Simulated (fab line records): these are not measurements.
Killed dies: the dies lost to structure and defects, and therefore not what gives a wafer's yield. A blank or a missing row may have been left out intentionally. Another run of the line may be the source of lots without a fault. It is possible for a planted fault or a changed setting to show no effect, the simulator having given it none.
fab line records :: flow nandHarc
record:
  lots: 6
  wafers: 18
  lastDay: 25
route steps=1159 shown A_ONON_D1@426 END@1159
lots untouched by any fault: they come from a run of this same line in which no faults occurred
startH: hours from the record's first day to the start of the lot's first wafer shown :: waitH: time in hours since the lot's previous step :: " repeats the value in the row above :: L1.1+2: a row that stands for several wafers :: - value missing, or start not given :: * or withheld: withheld :: < > ~ a bound
route shown NAME@n: names a module that has steps shown in the file, with the first one's number in the route :: usual: mean/standard deviation taken from wafers without a fault :: same: alike in all rows :: chamber/n: place in a boat :: sites: the reading at each site :: _std_site: their standard deviation :: _edge_site: mean of outer sites minus mean of inner sites :: radiusMm: how far each site lies from the wafer's centre :: mask NAME#n: copy n :: behind: the most recent tool/chamber to have shaped the wafer :: hold: why the lot went on hold/how many hours it stayed there/how the hold came to an end :: device: the transistor (n, p or np) that didn't switch :: end of line: the tests these same wafers got at the end of their route :: step lacking rows: just its recipe :: killed: at the first sort, the dies lost to defects and structure; wafer yield is something else :: map: shows each die of a wafer: x if killed, . if not, _ if none is there
set.NAME: the setting that was run; set.NAME@STEP: the one run at that earlier step :: model.NAME: the simulator's own value behind a step, which no gauge read
lots seen at some steps along the route; tables by step, rows by wafer
services: a tool's chamber out of use, with start hour (startH, from the record's first day; less than 0 if before it), hours out, and reason
== steps ==
step: NHARC_A_ONON_D1_DEP_03
recipe:
  targetThkA: 10000
  n2FlowSccm: 2750
  n2oFlowSccm: 2000
  nh3FlowSccm: 500
  sih4FlowSccm: 210
  tempC: 400
step: NHARC_A_ONON_D1_THK_MEAS_05
recipe:
  thkMeasGauge: ellipsometry
usual:
  thkNm: 1000/8.1
lot.wafer: L120.2
tool: filmMetro-01
chamber: -
startH: 184.43
waitH: -
thkNm: 993

lot.wafer: L120.3
tool: filmMetro-01
chamber: -
startH: 184.43
waitH: -
thkNm: 992

lot.wafer: L120.4
tool: filmMetro-01
chamber: -
startH: 184.43
waitH: -
thkNm: 993

lot.wafer: L121.1
tool: filmMetro-02
chamber: -
startH: 184.43
waitH: -
thkNm: 996

lot.wafer: L121.5
tool: filmMetro-02
chamber: -
startH: 184.43
waitH: -
thkNm: 996

lot.wafer: L121.6
tool: filmMetro-02
chamber: -
startH: 184.43
waitH: -
thkNm: 996

lot.wafer: L135.2
tool: filmMetro-02
chamber: -
startH: 268.62
waitH: -
thkNm: 1005

lot.wafer: L135.5
tool: filmMetro-02
chamber: -
startH: 268.62
waitH: -
thkNm: 1003

lot.wafer: L135.6
tool: filmMetro-02
chamber: -
startH: 268.62
waitH: -
thkNm: 1002

lot.wafer: L136.1
tool: filmMetro-02
chamber: -
startH: 273.59
waitH: -
thkNm: 979

lot.wafer: L136.2
tool: filmMetro-02
chamber: -
startH: 273.59
waitH: -
thkNm: 980

lot.wafer: L136.4
tool: filmMetro-02
chamber: -
startH: 273.59
waitH: -
thkNm: 981

lot.wafer: L139.3
tool: filmMetro-01
chamber: -
startH: 292.02
waitH: -
thkNm: 994

lot.wafer: L139.5
tool: filmMetro-01
chamber: -
startH: 292.02
waitH: -
thkNm: 996

lot.wafer: L139.6
tool: filmMetro-01
chamber: -
startH: 292.02
waitH: -
thkNm: 995

lot.wafer: L140.3
tool: filmMetro-02
chamber: -
startH: 302.51
waitH: -
thkNm: 1003

lot.wafer: L140.5
tool: filmMetro-02
chamber: -
startH: 302.51
waitH: -
thkNm: 1004

lot.wafer: L140.6
tool: filmMetro-02
chamber: -
startH: 302.51
waitH: -
thkNm: 1003
step: NHARC_A_ONON_D1_DEP_06
recipe:
  targetThkA: 10000
  n2FlowSccm: 2750
  n2oFlowSccm: 2000
  nh3FlowSccm: 500
  sih4FlowSccm: 210
  tempC: 400
step: NHARC_A_ONON_D1_THK_MEAS_08
recipe:
  thkMeasGauge: ellipsometry
usual:
  thkNm: 998/8.6
lot.wafer: L120.2
tool: filmMetro-01
chamber: -
startH: 185.00
waitH: -
thkNm: 1006

lot.wafer: L120.3
tool: filmMetro-01
chamber: -
startH: 185.00
waitH: -
thkNm: 1007

lot.wafer: L120.4
tool: filmMetro-01
chamber: -
startH: 185.00
waitH: -
thkNm: 1007

lot.wafer: L121.1
tool: filmMetro-02
chamber: -
startH: 185.00
waitH: -
thkNm: 1002

lot.wafer: L121.5
tool: filmMetro-02
chamber: -
startH: 185.00
waitH: -
thkNm: 1001

lot.wafer: L121.6
tool: filmMetro-02
chamber: -
startH: 185.00
waitH: -
thkNm: 1001

lot.wafer: L135.2
tool: filmMetro-01
chamber: -
startH: 269.18
waitH: -
thkNm: 1004

lot.wafer: L135.5
tool: filmMetro-01
chamber: -
startH: 269.18
waitH: -
thkNm: 1004

lot.wafer: L135.6
tool: filmMetro-01
chamber: -
startH: 269.18
waitH: -
thkNm: 1005

lot.wafer: L136.1
tool: filmMetro-02
chamber: -
startH: 274.15
waitH: -
thkNm: 1015

lot.wafer: L136.2
tool: filmMetro-02
chamber: -
startH: 274.15
waitH: -
thkNm: 1015

lot.wafer: L136.4
tool: filmMetro-02
chamber: -
startH: 274.15
waitH: -
thkNm: 1015

lot.wafer: L139.3
tool: filmMetro-01
chamber: -
startH: 292.59
waitH: -
thkNm: 1005

lot.wafer: L139.5
tool: filmMetro-01
chamber: -
startH: 292.59
waitH: -
thkNm: 1004

lot.wafer: L139.6
tool: filmMetro-01
chamber: -
startH: 292.59
waitH: -
thkNm: 1004

lot.wafer: L140.3
tool: filmMetro-02
chamber: -
startH: 303.08
waitH: -
thkNm: 999

lot.wafer: L140.5
tool: filmMetro-02
chamber: -
startH: 303.08
waitH: -
thkNm: 1001

lot.wafer: L140.6
tool: filmMetro-02
chamber: -
startH: 303.08
waitH: -
thkNm: 1001
step: NHARC_A_ONON_D1_DEP_09
recipe:
  targetThkA: 10000
  n2FlowSccm: 2750
  n2oFlowSccm: 2000
  nh3FlowSccm: 500
  sih4FlowSccm: 210
  tempC: 400
step: NHARC_A_ONON_D1_THK_MEAS_11
recipe:
  thkMeasGauge: ellipsometry
usual:
  thkNm: 998/9.5
lot.wafer: L120.2
tool: filmMetro-02
chamber: -
startH: 185.56
waitH: -
thkNm: 1007

lot.wafer: L120.3
tool: filmMetro-02
chamber: -
startH: 185.56
waitH: -
thkNm: 1005

lot.wafer: L120.4
tool: filmMetro-02
chamber: -
startH: 185.56
waitH: -
thkNm: 1007

lot.wafer: L121.1
tool: filmMetro-01
chamber: -
startH: 185.57
waitH: -
thkNm: 983

lot.wafer: L121.5
tool: filmMetro-01
chamber: -
startH: 185.57
waitH: -
thkNm: 983

lot.wafer: L121.6
tool: filmMetro-01
chamber: -
startH: 185.57
waitH: -
thkNm: 985

lot.wafer: L135.2
tool: filmMetro-02
chamber: -
startH: 269.75
waitH: -
thkNm: 996

lot.wafer: L135.5
tool: filmMetro-02
chamber: -
startH: 269.75
waitH: -
thkNm: 995

lot.wafer: L135.6
tool: filmMetro-02
chamber: -
startH: 269.75
waitH: -
thkNm: 996

lot.wafer: L136.1
tool: filmMetro-02
chamber: -
startH: 274.72
waitH: -
thkNm: 1012

lot.wafer: L136.2
tool: filmMetro-02
chamber: -
startH: 274.72
waitH: -
thkNm: 1012

lot.wafer: L136.4
tool: filmMetro-02
chamber: -
startH: 274.72
waitH: -
thkNm: 1012

lot.wafer: L139.3
tool: filmMetro-01
chamber: -
startH: 293.16
waitH: -
thkNm: 997

lot.wafer: L139.5
tool: filmMetro-01
chamber: -
startH: 293.16
waitH: -
thkNm: 999

lot.wafer: L139.6
tool: filmMetro-01
chamber: -
startH: 293.16
waitH: -
thkNm: 997

lot.wafer: L140.3
tool: filmMetro-02
chamber: -
startH: 303.65
waitH: -
thkNm: 1014

lot.wafer: L140.5
tool: filmMetro-02
chamber: -
startH: 303.65
waitH: -
thkNm: 1011

lot.wafer: L140.6
tool: filmMetro-02
chamber: -
startH: 303.65
waitH: -
thkNm: 1013
step: NHARC_A_ONON_D1_DEP_12
recipe:
  targetThkA: 10000
  n2FlowSccm: 2750
  n2oFlowSccm: 2000
  nh3FlowSccm: 500
  sih4FlowSccm: 210
  tempC: 400
step: NHARC_A_ONON_D1_THK_MEAS_14
recipe:
  thkMeasGauge: ellipsometry
usual:
  thkNm: 1001/9.3
lot.wafer: L120.2
tool: filmMetro-02
chamber: -
startH: 186.13
waitH: -
thkNm: 1004

lot.wafer: L120.3
tool: filmMetro-02
chamber: -
startH: 186.13
waitH: -
thkNm: 1002

lot.wafer: L120.4
tool: filmMetro-02
chamber: -
startH: 186.13
waitH: -
thkNm: 1004

lot.wafer: L121.1
tool: filmMetro-01
chamber: -
startH: 186.16
waitH: -
thkNm: 978

lot.wafer: L121.5
tool: filmMetro-01
chamber: -
startH: 186.16
waitH: -
thkNm: 978

lot.wafer: L121.6
tool: filmMetro-01
chamber: -
startH: 186.16
waitH: -
thkNm: 979

lot.wafer: L135.2
tool: filmMetro-01
chamber: -
startH: 270.32
waitH: -
thkNm: 1008

lot.wafer: L135.5
tool: filmMetro-01
chamber: -
startH: 270.32
waitH: -
thkNm: 1007

lot.wafer: L135.6
tool: filmMetro-01
chamber: -
startH: 270.32
waitH: -
thkNm: 1006

lot.wafer: L136.1
tool: filmMetro-02
chamber: -
startH: 275.28
waitH: -
thkNm: 1021

lot.wafer: L136.2
tool: filmMetro-02
chamber: -
startH: 275.28
waitH: -
thkNm: 1023

lot.wafer: L136.4
tool: filmMetro-02
chamber: -
startH: 275.28
waitH: -
thkNm: 1020

lot.wafer: L139.3
tool: filmMetro-01
chamber: -
startH: 293.72
waitH: -
thkNm: 1000

lot.wafer: L139.5
tool: filmMetro-01
chamber: -
startH: 293.72
waitH: -
thkNm: 1001

lot.wafer: L139.6
tool: filmMetro-01
chamber: -
startH: 293.72
waitH: -
thkNm: 1001

lot.wafer: L140.3
tool: filmMetro-02
chamber: -
startH: 304.22
waitH: -
thkNm: 1005

lot.wafer: L140.5
tool: filmMetro-02
chamber: -
startH: 304.22
waitH: -
thkNm: 1007

lot.wafer: L140.6
tool: filmMetro-02
chamber: -
startH: 304.22
waitH: -
thkNm: 1007
step: NHARC_A_ONON_D1_ANNEAL_15
recipe:
  tempC: 750
  timeS: 3600
step: NHARC_A_ONON_D1_DEP_16
recipe:
  targetThkA: 10000
  n2FlowSccm: 2750
  n2oFlowSccm: 2000
  nh3FlowSccm: 500
  sih4FlowSccm: 210
  tempC: 400
step: NHARC_A_ONON_D1_THK_MEAS_18
recipe:
  thkMeasGauge: ellipsometry
usual:
  thkNm: 1002/12
lot.wafer: L121.1
tool: filmMetro-02
chamber: -
startH: 193.65
waitH: -
thkNm: 1007

lot.wafer: L121.5
tool: filmMetro-02
chamber: -
startH: 193.65
waitH: -
thkNm: 1008

lot.wafer: L121.6
tool: filmMetro-02
chamber: -
startH: 193.65
waitH: -
thkNm: 1008

lot.wafer: L120.2
tool: filmMetro-01
chamber: -
startH: 193.65
waitH: -
thkNm: 1012

lot.wafer: L120.3
tool: filmMetro-01
chamber: -
startH: 193.65
waitH: -
thkNm: 1011

lot.wafer: L120.4
tool: filmMetro-01
chamber: -
startH: 193.65
waitH: -
thkNm: 1011

lot.wafer: L136.1
tool: filmMetro-02
chamber: -
startH: 280.53
waitH: -
thkNm: 994

lot.wafer: L136.2
tool: filmMetro-02
chamber: -
startH: 280.53
waitH: -
thkNm: 994

lot.wafer: L136.4
tool: filmMetro-02
chamber: -
startH: 280.53
waitH: -
thkNm: 995

lot.wafer: L135.2
tool: filmMetro-01
chamber: -
startH: 280.54
waitH: -
thkNm: 1015

lot.wafer: L135.5
tool: filmMetro-01
chamber: -
startH: 280.54
waitH: -
thkNm: 1015

lot.wafer: L135.6
tool: filmMetro-01
chamber: -
startH: 280.54
waitH: -
thkNm: 1015

lot.wafer: L139.3
tool: filmMetro-02
chamber: -
startH: 300.87
waitH: -
thkNm: 998

lot.wafer: L139.5
tool: filmMetro-02
chamber: -
startH: 300.87
waitH: -
thkNm: 1000

lot.wafer: L139.6
tool: filmMetro-02
chamber: -
startH: 300.87
waitH: -
thkNm: 1002

lot.wafer: L140.3
tool: filmMetro-02
chamber: -
startH: 311.35
waitH: -
thkNm: 994

lot.wafer: L140.5
tool: filmMetro-02
chamber: -
startH: 311.35
waitH: -
thkNm: 993

lot.wafer: L140.6
tool: filmMetro-02
chamber: -
startH: 311.35
waitH: -
thkNm: 993
step: NHARC_A_ONON_D1_DEP_19
recipe:
  targetThkA: 10000
  n2FlowSccm: 2750
  n2oFlowSccm: 2000
  nh3FlowSccm: 500
  sih4FlowSccm: 210
  tempC: 400
usual:
  n2FlowSccm: 2752/9.7
  n2oFlowSccm: 2000/5.1
lot.wafer: L121.1
tool: pecvdOnon-02
chamber: 0
startH: 193.70
waitH: 0.1
n2FlowSccm: 2740
n2oFlowSccm: 1996

lot.wafer: L121.5
tool: pecvdOnon-02
chamber: 0
startH: 193.70
waitH: 0.1
n2FlowSccm: 2733
n2oFlowSccm: 1997

lot.wafer: L121.6
tool: pecvdOnon-02
chamber: 0
startH: 193.70
waitH: 0.1
n2FlowSccm: 2735
n2oFlowSccm: 2001

lot.wafer: L120.2
tool: pecvdOnon-04
chamber: 0
startH: 193.76
waitH: 0.1
n2FlowSccm: 2758
n2oFlowSccm: 1995

lot.wafer: L120.3
tool: pecvdOnon-04
chamber: 0
startH: 193.76
waitH: 0.1
n2FlowSccm: 2757
n2oFlowSccm: 1998

lot.wafer: L120.4
tool: pecvdOnon-04
chamber: 0
startH: 193.76
waitH: 0.1
n2FlowSccm: 2751
n2oFlowSccm: 2001

lot.wafer: L136.1
tool: pecvdOnon-03
chamber: -
startH: 280.59
waitH: 0.1
n2FlowSccm: -
n2oFlowSccm: -

lot.wafer: L136.2
tool: pecvdOnon-03
chamber: -
startH: 280.59
waitH: 0.1
n2FlowSccm: -
n2oFlowSccm: -

lot.wafer: L136.4
tool: pecvdOnon-03
chamber: -
startH: 280.59
waitH: 0.1
n2FlowSccm: -
n2oFlowSccm: -

lot.wafer: L135.2
tool: pecvdOnon-04
chamber: -
startH: 280.65
waitH: 0.1
n2FlowSccm: -
n2oFlowSccm: -

lot.wafer: L135.5
tool: pecvdOnon-04
chamber: -
startH: 280.65
waitH: 0.1
n2FlowSccm: -
n2oFlowSccm: -

lot.wafer: L135.6
tool: pecvdOnon-04
chamber: -
startH: 280.65
waitH: 0.1
n2FlowSccm: -
n2oFlowSccm: -

lot.wafer: L139.3
tool: pecvdOnon-04
chamber: 0
startH: 301.04
waitH: 0.2
n2FlowSccm: 2738
n2oFlowSccm: 2010

lot.wafer: L139.5
tool: pecvdOnon-04
chamber: 0
startH: 301.04
waitH: 0.2
n2FlowSccm: 2740
n2oFlowSccm: 1999

lot.wafer: L139.6
tool: pecvdOnon-04
chamber: 0
startH: 301.04
waitH: 0.2
n2FlowSccm: 2751
n2oFlowSccm: 2004

lot.wafer: L140.3
tool: pecvdOnon-04
chamber: 0
startH: 311.52
waitH: 0.2
n2FlowSccm: 2751
n2oFlowSccm: 1999

lot.wafer: L140.5
tool: pecvdOnon-04
chamber: 0
startH: 311.52
waitH: 0.2
n2FlowSccm: 2761
n2oFlowSccm: 2006

lot.wafer: L140.6
tool: pecvdOnon-04
chamber: 0
startH: 311.52
waitH: 0.2
n2FlowSccm: 2755
n2oFlowSccm: 1995
step: NHARC_END_SORT_01
recipe:
  tempC: 25
usual:
  killedAtArray: 28/11
  killedAtOther: 0.5/0.85
  killedAtPeriphery: 2.7/1.9
  killedDies: 32/12
  killedOpen: 3.3/1.6
  killedShort: 2.1/1.5
same:
  grossDies: 677
lot.wafer: L135.2
tool: prober-02
chamber: 0
startH: 564.74
waitH: 2.8
killedAtArray: 677
killedAtOther: 0
killedAtPeriphery: 0
killedDies: 677
killedOpen: 5
killedShort: 2

lot.wafer: L135.5
tool: prober-02
chamber: 0
startH: 567.14
waitH: 3.7
killedAtArray: 675
killedAtOther: 0
killedAtPeriphery: 2
killedDies: 677
killedOpen: 1
killedShort: 2

lot.wafer: L135.6
tool: prober-02
chamber: 0
startH: 567.94
waitH: 4.0
killedAtArray: 674
killedAtOther: 1
killedAtPeriphery: 2
killedDies: 677
killedOpen: 4
killedShort: 2

lot.wafer: L136.1
tool: prober-02
chamber: 0
startH: 571.73
waitH: 2.5
killedAtArray: 675
killedAtOther: 0
killedAtPeriphery: 2
killedDies: 677
killedOpen: 3
killedShort: 4

lot.wafer: L136.2
tool: prober-02
chamber: 0
startH: 572.54
waitH: 2.8
killedAtArray: 675
killedAtOther: 0
killedAtPeriphery: 2
killedDies: 677
killedOpen: 2
killedShort: 2

lot.wafer: L136.4
tool: prober-02
chamber: 0
startH: 574.16
waitH: 3.4
killedAtArray: 675
killedAtOther: 0
killedAtPeriphery: 2
killedDies: 677
killedOpen: 3
killedShort: 5

lot.wafer: L140.3
tool: prober-01
chamber: 0
startH: 588.86
waitH: 3.1
killedAtArray: 35
killedAtOther: 0
killedAtPeriphery: 0
killedDies: 35
killedOpen: 5
killedShort: 1

lot.wafer: L140.5
tool: prober-01
chamber: 0
startH: 590.47
waitH: 3.7
killedAtArray: 34
killedAtOther: 0
killedAtPeriphery: 9
killedDies: 43
killedOpen: 5
killedShort: 6

lot.wafer: L140.6
tool: prober-01
chamber: 0
startH: 591.27
waitH: 4.0
killedAtArray: 51
killedAtOther: 0
killedAtPeriphery: 4
killedDies: 55
killedOpen: 6
killedShort: 4
killed by level:class
L135.2 A_ONON_D1:areaDep=651 A_CHANNEL_HOLE_D1:chamberFilmFlake=9 A_STAIRCASE:chamberFilmFlake=4 A_CONTACT:chamberFilmFlake=3 A_BLC:geometricParticle:open=2 A_CHANNEL_FILL_D1:chamberFilmFlake=2 A_ONON_D1:geometricParticle:open=1 A_CHANNEL_FILL_D1:geometricParticle:open=1
L135.5 A_ONON_D1:areaDep=656 A_CHANNEL_HOLE_D1:chamberFilmFlake=10 A_STAIRCASE:chamberFilmFlake=3 A_CHANNEL_FILL_D1:chamberFilmFlake=2 A_CONTACT:chamberFilmFlake=2 P_GATE:geometricParticle:open=1 A_STAIRCASE:geometricParticle:short=1 A_M1:geometricParticle:short=1
L135.6 A_ONON_D1:areaDep=659 A_CHANNEL_HOLE_D1:chamberFilmFlake=6 A_CONTACT:chamberFilmFlake=3 P_CONTACT:geometricParticle:short=1 A_SOURCE_PLATE:geometricParticle:open=1 A_SGD_CUT:geometricParticle:open=1 A_CONTACT:geometricParticle:open=1 A_BLC:geometricParticle:short=1
L136.1 A_ONON_D1:areaDep=630 A_CHANNEL_HOLE_D1:chamberFilmFlake=16 A_SLIT:chamberFilmFlake=15 A_CONTACT:chamberFilmFlake=4 A_WL_FILL:geometricParticle:short=3 A_STAIRCASE:chamberFilmFlake=3 P_ZERO_WELL:chamberFilmFlake=2 A_ONON_D1:geometricParticle:open=1
L136.2 A_ONON_D1:areaDep=632 A_SLIT:chamberFilmFlake=21 A_CHANNEL_HOLE_D1:chamberFilmFlake=13 A_STAIRCASE:chamberFilmFlake=3 A_CONTACT:chamberFilmFlake=3 P_CONTACT:geometricParticle:open=1 A_ONON_D1:geometricParticle:short=1 A_CHANNEL_FILL_D1:geometricParticle:short=1
L136.4 A_ONON_D1:areaDep=630 A_CHANNEL_HOLE_D1:chamberFilmFlake=20 A_SLIT:chamberFilmFlake=13 A_WL_FILL:geometricParticle:short=3 A_STAIRCASE:chamberFilmFlake=3 A_CONTACT:chamberFilmFlake=2 P_STI:geometricParticle:short=1 P_M1:geometricParticle:open=1
L140.3 A_SLIT:chamberFilmFlake=20 A_CHANNEL_FILL_D1:geometricParticle:open=4 A_CONTACT:chamberFilmFlake=4 A_CHANNEL_HOLE_D1:chamberFilmFlake=2 A_WL_FILL:geometricParticle:short=1 A_CONTACT:geometricParticle:open=1 A_CHANNEL_FILL_D1:chamberFilmFlake=1 A_STAIRCASE:chamberFilmFlake=1
L140.5 A_SLIT:chamberFilmFlake=17 A_STAIRCASE:chamberFilmFlake=5 P_CONTACT:chamberFilmFlake=4 A_CHANNEL_FILL_D1:geometricParticle:short=2 P_ZERO_WELL:chamberFilmFlake=2 A_ZERO_WELL:chamberFilmFlake=2 A_CONTACT:chamberFilmFlake=2 P_GATE:geometricParticle:short=1
L140.6 A_SLIT:chamberFilmFlake=31 A_CONTACT:chamberFilmFlake=7 A_CONTACT:geometricParticle:open=2 A_STAIRCASE:chamberFilmFlake=2 P_CONTACT:geometricParticle:open=1 P_M1:geometricParticle:short=1 A_ONON_D1:geometricParticle:open=1 A_CHANNEL_HOLE_D1:geometricParticle:open=1
map L135.2 (x killed, . not)
____________x____________
_________xxxxxxx_________
_______xxxxxxxxxxx_______
______xxxxxxxxxxxxx______
_____xxxxxxxxxxxxxxx_____
____xxxxxxxxxxxxxxxxx____
____xxxxxxxxxxxxxxxxx____
___xxxxxxxxxxxxxxxxxxx___
___xxxxxxxxxxxxxxxxxxx___
__xxxxxxxxxxxxxxxxxxxxx__
__xxxxxxxxxxxxxxxxxxxxx__
_xxxxxxxxxxxxxxxxxxxxxxx_
_xxxxxxxxxxxxxxxxxxxxxxx_
_xxxxxxxxxxxxxxxxxxxxxxx_
_xxxxxxxxxxxxxxxxxxxxxxx_
_xxxxxxxxxxxxxxxxxxxxxxx_
xxxxxxxxxxxxxxxxxxxxxxxxx
xxxxxxxxxxxxxxxxxxxxxxxxx
xxxxxxxxxxxxxxxxxxxxxxxxx
xxxxxxxxxxxxxxxxxxxxxxxxx
xxxxxxxxxxxxxxxxxxxxxxxxx
_xxxxxxxxxxxxxxxxxxxxxxx_
_xxxxxxxxxxxxxxxxxxxxxxx_
_xxxxxxxxxxxxxxxxxxxxxxx_
_xxxxxxxxxxxxxxxxxxxxxxx_
_xxxxxxxxxxxxxxxxxxxxxxx_
__xxxxxxxxxxxxxxxxxxxxx__
__xxxxxxxxxxxxxxxxxxxxx__
___xxxxxxxxxxxxxxxxxxx___
___xxxxxxxxxxxxxxxxxxx___
____xxxxxxxxxxxxxxxxx____
____xxxxxxxxxxxxxxxxx____
_____xxxxxxxxxxxxxxx_____
______xxxxxxxxxxxxx______
_______xxxxxxxxxxx_______
_________xxxxxxx_________
____________x____________
map L136.1 (x killed, . not)
____________x____________
_________xxxxxxx_________
_______xxxxxxxxxxx_______
______xxxxxxxxxxxxx______
_____xxxxxxxxxxxxxxx_____
____xxxxxxxxxxxxxxxxx____
____xxxxxxxxxxxxxxxxx____
___xxxxxxxxxxxxxxxxxxx___
___xxxxxxxxxxxxxxxxxxx___
__xxxxxxxxxxxxxxxxxxxxx__
__xxxxxxxxxxxxxxxxxxxxx__
_xxxxxxxxxxxxxxxxxxxxxxx_
_xxxxxxxxxxxxxxxxxxxxxxx_
_xxxxxxxxxxxxxxxxxxxxxxx_
_xxxxxxxxxxxxxxxxxxxxxxx_
_xxxxxxxxxxxxxxxxxxxxxxx_
xxxxxxxxxxxxxxxxxxxxxxxxx
xxxxxxxxxxxxxxxxxxxxxxxxx
xxxxxxxxxxxxxxxxxxxxxxxxx
xxxxxxxxxxxxxxxxxxxxxxxxx
xxxxxxxxxxxxxxxxxxxxxxxxx
_xxxxxxxxxxxxxxxxxxxxxxx_
_xxxxxxxxxxxxxxxxxxxxxxx_
_xxxxxxxxxxxxxxxxxxxxxxx_
_xxxxxxxxxxxxxxxxxxxxxxx_
_xxxxxxxxxxxxxxxxxxxxxxx_
__xxxxxxxxxxxxxxxxxxxxx__
__xxxxxxxxxxxxxxxxxxxxx__
___xxxxxxxxxxxxxxxxxxx___
___xxxxxxxxxxxxxxxxxxx___
____xxxxxxxxxxxxxxxxx____
____xxxxxxxxxxxxxxxxx____
_____xxxxxxxxxxxxxxx_____
______xxxxxxxxxxxxx______
_______xxxxxxxxxxx_______
_________xxxxxxx_________
____________x____________
== services ==
tool: pecvdOnon-04
chamber: -
startH: 237.00
hours: 13.0
kind: pm

tool: pecvdOnon-02
chamber: -
startH: 292.00
hours: 13.0
kind: pm
== key ==
firstSign:
  step: NHARC_A_ONON_D1_DEP_19
  reading: toolRecord
  direction: missing
effect:
  step: NHARC_END_SORT_01
  reading: killedAtArray
  direction: up
  sigmas: 57
  usual: 28
  struck: 675
moreKillsBornAt:
  NHARC_A_ONON_D1_DEP_19@pecvdOnon-04: 1966
  NHARC_A_ONON_D1_DEP_19@pecvdOnon-03: 1892
metAt NHARC_A_ONON_D1_DEP_19
struckWafers L135.2,L135.5,L135.6,L136.1,L136.2,L136.4
laterRowsLeftOut L135.2,L135.5,L135.6,L136.1,L136.2,L136.4
testerLeftOut L135,L136
onsetBetween 193.76 280.59
fault:
  kind: skippedStepWhole
  tool: pecvdOnon-03,pecvdOnon-04
  chamber: -
  onsetH: 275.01
  steps: NHARC_A_ONON_D1_DEP_19
  scope: struckLotsOnly
testerLeftOut: of these lots the tester's yield and bins aren't shown, on N5 and GAA mostly nor the transistor test; their killed dies are dies lost to structure and defects alone, not to doping, threshold or leakage, so they don't give the yield
laterRowsLeftOut: the simulator's readings of these wafers behind a module that went badly wrong aren't trusted and aren't shown, but for the sort
